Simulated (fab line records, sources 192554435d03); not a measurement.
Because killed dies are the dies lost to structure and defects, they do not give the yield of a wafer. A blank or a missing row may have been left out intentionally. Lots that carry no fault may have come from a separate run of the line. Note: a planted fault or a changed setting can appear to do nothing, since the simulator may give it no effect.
3 desks, one fault || flow n5_finfet || only its own numbers are on each desk; what lay behind them is given at the end

AT THE METROLOGY DESK
Lot by lot, what the gauges showed, no matter which tool ran the lot: averages of those sampled wafers that carry a number. Any lot whose mean is over 4 standard deviations away from the usual mean is out of limits and marked OUT; that distance is given in the brackets. It has 12 readings; the 7 that lie furthest out on some lot are the ones shown.
Columns: A = cd_nm at N5_BEOL_M4_CD_MEAS_28, usual 26.19 nm; B = V3_OVL at N5_BEOL_M4_OVL_MEAS_29, usual 0.2 nm; C = DIBL_P at N5_BEOL_M4_RC_MEAS_101, usual 37.1 mV/V; D = IOFF_N at N5_BEOL_M4_RC_MEAS_101, usual 0.17 nA/um; E = SS_N at N5_BEOL_M4_RC_MEAS_101, usual 71.6 mV/dec; F = VT_N at N5_BEOL_M4_RC_MEAS_101, usual 249 mV; G = VT_P at N5_BEOL_M4_RC_MEAS_101, usual -250 mV
{"lot": "L502", "first seen here": "day 8 03:51", "A": 26.03, "B": -0.6, "C": 37.0, "D": 0.17, "E": 71.5, "F": 249, "G": -252}
{"lot": "L504", "first seen here": "day 8 12:55", "A": 26.41, "B": 0.8, "C": 35.1, "D": 0.16, "E": 71.2, "F": 249, "G": -254}
{"lot": "L503", "first seen here": "day 8 21:26", "A": 26.43, "B": -0.8, "C": 34.0, "D": 0.13, "E": 70.6, "F": 253, "G": -251}
{"lot": "L509", "first seen here": "day 10 00:11", "A": 26.12, "B": 0.0, "C": 35.9, "D": 0.13, "E": 71.5, "F": 254, "G": -253}
{"lot": "L516", "first seen here": "day 12 09:56", "A": 25.97, "B": 0.9, "C": 34.8, "D": 0.15, "E": 71.0, "F": 249, "G": -250}
{"lot": "L520", "first seen here": "day 13 01:37", "A": 26.54, "B": 0.7, "C": 38.7, "D": 0.20, "E": 72.2, "F": 248, "G": -251}
Result from this desk: across the 6 lots, nothing is out of limits.

THE DEFECT DESK
Inspection counts along the route, by lot: the mean over sampled wafers that carry a number. Any lot whose mean is over 4 standard deviations away from the usual mean is out of limits and marked OUT; that distance is given in the brackets.
Columns: A = raw_defect_count at N5_BEOL_M4_INSPECT_30, usual 376
{"lot": "L502", "first seen here": "day 8 03:56", "A": 344}
{"lot": "L504", "first seen here": "day 8 13:00", "A": 480}
{"lot": "L503", "first seen here": "day 8 21:32", "A": 380}
{"lot": "L509", "first seen here": "day 10 00:16", "A": 272}
{"lot": "L516", "first seen here": "day 12 10:02", "A": 346}
{"lot": "L520", "first seen here": "day 13 01:42", "A": 378}
Result from this desk: across the 6 lots, nothing is out of limits.

DESK OF THE TOOL OWNER: rie_diel-01
The tool's own readings at N5_BEOL_M4_ETCH_69 (etches SiARC in CF4, target depth 15.6 nm, time 26 s): means of the sampled wafers that have a number, for each lot that ran on this tool. Any lot whose mean is over 4 standard deviations away from the usual mean is out of limits and marked OUT; that distance is given in the brackets.
Columns: A = chamber_pressure_mTorr at N5_BEOL_M4_ETCH_69, usual 40.00 mTorr; B = drypump_motor_current_A at N5_BEOL_M4_ETCH_69, usual 5.3 A; C = etch_rf_on_time_s at N5_BEOL_M4_ETCH_69, usual 26.4 s; D = oes_product_au at N5_BEOL_M4_ETCH_69, usual 0.67 a.u.; E = rf_vpp_V at N5_BEOL_M4_ETCH_69, usual 183.9 V; F = showerhead_plenum_p_Torr at N5_BEOL_M4_ETCH_69, usual 2.12 Torr; G = throttle_valve_pct at N5_BEOL_M4_ETCH_69, usual 15.55 %
{"lot": "L502", "first seen here": "day 8 04:01", "A": 40.02, "B": 4.8, "C": 26.6, "D": 0.66, "E": 183.7, "F": 2.14, "G": 15.56}
{"lot": "L503", "first seen here": "day 8 21:37", "A": 39.99, "B": 4.8, "C": 26.8, "D": 0.64, "E": 183.6, "F": 2.10, "G": 15.50}
{"lot": "L516", "first seen here": "day 12 10:07", "A": 39.99, "B": 4.8, "C": "21.4 (-7.0) OUT", "D": 0.77, "E": 184.2, "F": 2.15, "G": 15.68}
{"lot": "L520", "first seen here": "day 13 02:59", "A": 39.97, "B": 4.8, "C": "21.0 (-7.6) OUT", "D": 0.81, "E": 184.8, "F": 2.13, "G": 15.47}
Finding of this desk: L516, L520 out of limits; the first was L516 at day 12 10:07, on etch_rf_on_time_s at N5_BEOL_M4_ETCH_69. L502, L503 stayed within limits.

ALL TOGETHER
The tool owner's desk could have raised an alarm at day 12 10:07, on L516, L520.
At the metrology desk, nothing out of limits was observed.
Nothing out of limits was seen by the defect desk.
The metrology desk has L516, L520 on record, within its limits.
The defect desk has L516, L520 on record, within its limits.
Every lot named ran N5_BEOL_M4_ETCH_69 on rie_diel-01.

WHAT THE SIMULATOR HAD INSERTED
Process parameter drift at N5_BEOL_M4_ETCH_69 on rie_diel-01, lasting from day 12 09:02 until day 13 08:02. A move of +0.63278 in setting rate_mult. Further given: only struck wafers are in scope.
Lots struck among those shown: L516, L520.
Time in hours from fault onset to the first out-of-limits reading at each desk: the tool owner's desk, 1.
